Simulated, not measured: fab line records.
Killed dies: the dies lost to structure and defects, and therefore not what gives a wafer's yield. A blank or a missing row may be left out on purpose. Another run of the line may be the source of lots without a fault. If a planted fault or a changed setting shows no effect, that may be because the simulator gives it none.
What tool caused it? + flow n5_finfet + 21 lots (63 wafers sampled), 1 step of a 1938-step route

== WHAT EACH GAUGE READ, for each wafer ==
N5_BEOL_M0_SAQP_THK_MEAS_05. Usual: thk_nm reads 59.9 nm (standard deviation 1.1).
| lot  | measured     | on            | thk_nm (nm)    | flag |
|------|--------------|---------------|----------------|------|
| L074 | day 5 12:51  | film_metro-01 | 59.6 58.8 60.1 |      |
| L076 | day 6 01:26  | film_metro-02 | 60.3 60.4 61.7 |      |
| L077 | day 6 07:28  | film_metro-01 | 58.4 60.0 59.9 |      |
| L078 | day 6 10:24  | film_metro-01 | 59.5 59.9 60.0 |      |
| L079 | day 6 17:34  | film_metro-01 | 60.4 60.1 60.1 |      |
| L080 | day 6 22:08  | film_metro-02 | 61.1 59.8 61.7 |      |
| L081 | day 7 04:15  | film_metro-02 | 60.4 60.9 61.3 |      |
| L082 | day 7 15:58  | film_metro-01 | 57.7 58.3 59.0 |      |
| L083 | day 7 17:47  | film_metro-01 | 60.3 60.7 62.0 |      |
| L084 | day 8 05:01  | film_metro-02 | 58.3 59.1 60.4 |      |
| L085 | day 8 08:25  | film_metro-01 | 60.1 60.4 60.7 |      |
| L087 | day 8 14:39  | film_metro-01 | 59.6 58.6 59.1 |      |
| L088 | day 9 00:52  | film_metro-01 | 59.7 60.2 60.7 |      |
| L089 | day 9 05:19  | film_metro-01 | 57.3 57.2 58.1 |      |
| L090 | day 9 09:47  | film_metro-01 | 58.2 58.9 59.3 |      |
| L092 | day 9 20:08  | film_metro-01 | 60.9 59.2 60.6 |      |
| L093 | day 10 05:20 | film_metro-02 | 59.2 58.2 58.8 |      |
| L094 | day 10 11:31 | film_metro-01 | 59.2 60.4 61.6 |      |
| L095 | day 10 21:33 | film_metro-01 | 60.5 61.8 60.9 |      |
| L096 | day 11 00:32 | film_metro-02 | 59.7 59.7 59.1 |      |
| L097 | day 11 10:41 | film_metro-01 | 59.7 61.0 61.7 |      |

== EACH LOT AND THE TOOL THAT RAN IT (in order: tool; ch and the chambers of the sampled wafers; start) ==
Record: no process step prior to these readings.

== WHAT THE TOOLS THEMSELVES READ (means of the sampled wafers that have a number; where no wafer has one, the mark that the record gives instead) ==
The record holds no such reading with a usual standard deviation.

== THE ANSWER, worked out from the rows above alone ==
Rule: a lot is off if the mean of its wafers that have a number lies more than 3 standard deviations from the usual mean. Also off: a lot with no number at a reading for which 4 or more lots have one. All remaining lots with rows at the step are treated as sound. After the gauges, taken in route order, come the tools' own readings; for these a lot's mean is taken, as printed above. The first step at which some lot is off is used, and at that step the reading that is off furthest; a lot without a number counts as furthest.
None of the lots is off at any reading shown; this tells nothing.

== WHAT THE SIMULATOR HAD INSERTED ==
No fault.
